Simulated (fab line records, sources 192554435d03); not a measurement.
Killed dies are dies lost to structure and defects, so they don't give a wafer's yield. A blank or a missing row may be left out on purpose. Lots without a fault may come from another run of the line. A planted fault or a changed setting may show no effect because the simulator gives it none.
Split-lot experiment | flow n5_finfet | 7 lots, 21 wafers read, on a route of 1938 steps

THE SPLIT
At N5_WELL_APT_EXPOSE_05 (exposes mask NWELL, defocus 0 nm, target cd 200 nm), the setting dose_mj was moved away from the recipe's 20.3 on 4 of the 21 wafers read, by -5.8% to +4.5%. The other wafers ran this setting at the recipe's value.

FROM THE SPLIT TO THE READING: what the file shows between them, 3 steps
- N5_WELL_APT_PEB_06: peb time 90 s
- N5_WELL_APT_DEVELOP_07: develop time 45 s
- N5_WELL_APT_HARDBAKE_12: time 120 s

THE READING
cd_nm, in nm, at N5_WELL_APT_CD_MEAS_08 (target cd 200 nm). Fault-free wafers of this fab line usually give 199.6 nm, standard deviation 1.8 nm.

wafer  | tool, chamber at the split | dose_mj as run | against the recipe | cd_nm, nm | against lot-mates on the recipe
L075.1 | krf_scanner-02, 0          | 20.88          | +2.9%              | 203.9     | +4.0
L075.2 | krf_scanner-02, 0          | 20.3           | recipe             | 199.8     | -
L075.4 | krf_scanner-02, 0          | 20.3           | recipe             | 199.9     | -
L080.3 | krf_scanner-02, 0          | 20.3           | recipe             | 200.1     | -
L080.5 | krf_scanner-02, 0          | 19.13          | -5.8%              | 189.9     | -10.3
L080.6 | krf_scanner-02, 0          | 20.3           | recipe             | 200.4     | -
L082.1 | krf_scanner-02, 0          | 19.89          | -2.0%              | 197.3     | -3.1
L082.3 | krf_scanner-02, 0          | 20.3           | recipe             | 198.9     | -
L082.4 | krf_scanner-02, 0          | 20.3           | recipe             | 202.0     | -
L084.2 | krf_scanner-02, 0          | 20.3           | recipe             | 198.1     | -
L084.3 | krf_scanner-02, 0          | 20.3           | recipe             | 202.4     | -
L084.4 | krf_scanner-02, 0          | 20.3           | recipe             | 203.4     | -
L091.1 | krf_scanner-02, 0          | 20.3           | recipe             | 201.6     | -
L091.3 | krf_scanner-02, 0          | 20.3           | recipe             | 199.3     | -
L091.6 | krf_scanner-02, 0          | 20.3           | recipe             | 201.7     | -
L092.1 | krf_scanner-02, 0          | 20.3           | recipe             | 199.5     | -
L092.5 | krf_scanner-02, 0          | 21.21          | +4.5%              | 204.5     | +5.0
L092.6 | krf_scanner-02, 0          | 20.3           | recipe             | 199.5     | -
L095.3 | krf_scanner-01, 0          | 20.3           | recipe             | 198.1     | -
L095.4 | krf_scanner-01, 0          | 20.3           | recipe             | 201.2     | -
L095.6 | krf_scanner-01, 0          | 20.3           | recipe             | 201.1     | -

THE FIT
A straight line over all 21 wafers: cd_nm changes by +1.45 nm for each +1% of dose_mj; r = +0.87; the points scatter about the line by 1.6 nm.
The same after taking each lot's own level away (the mean of its wafers on the recipe; 21 wafers): +1.52 nm for each +1%; r = +0.90; scatter 1.4 nm.
On that fit, the largest move of dose_mj shifts the reading by 8.8 nm.
The lots' own levels span 199.50 to 201.30 nm, that is 1.0 times the standard deviation above.
So the lot-to-lot level changes the slope little: the two slopes agree.
Check: with one of the wafers moved furthest among these (-5.8%) left out of the fit, the line predicts -7.27 nm for it against its lot-mates. It came out at -10.3 nm against them.

THE WHOLE CHAIN: every reading that the file lists as answering this split, in the file's order
step                   | what it does             | reading                                                         | change (the file's fit)              | r (the file's)
N5_WELL_APT_CD_MEAS_08 | target cd 200 nm         | cd_nm                                                           | +1.52 nm for each +1% of the setting | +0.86
N5_WELL_APT_DESCUM_13  | chemistry O2, time 7.9 s | WELL_APT.cd_nm (the simulator's own value, which no gauge read) | +1.55 nm for each +1% of the setting | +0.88

THE FILE'S OWN FIT
cd_nm changes by +1.52 nm for each +1% of dose_mj, r = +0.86.
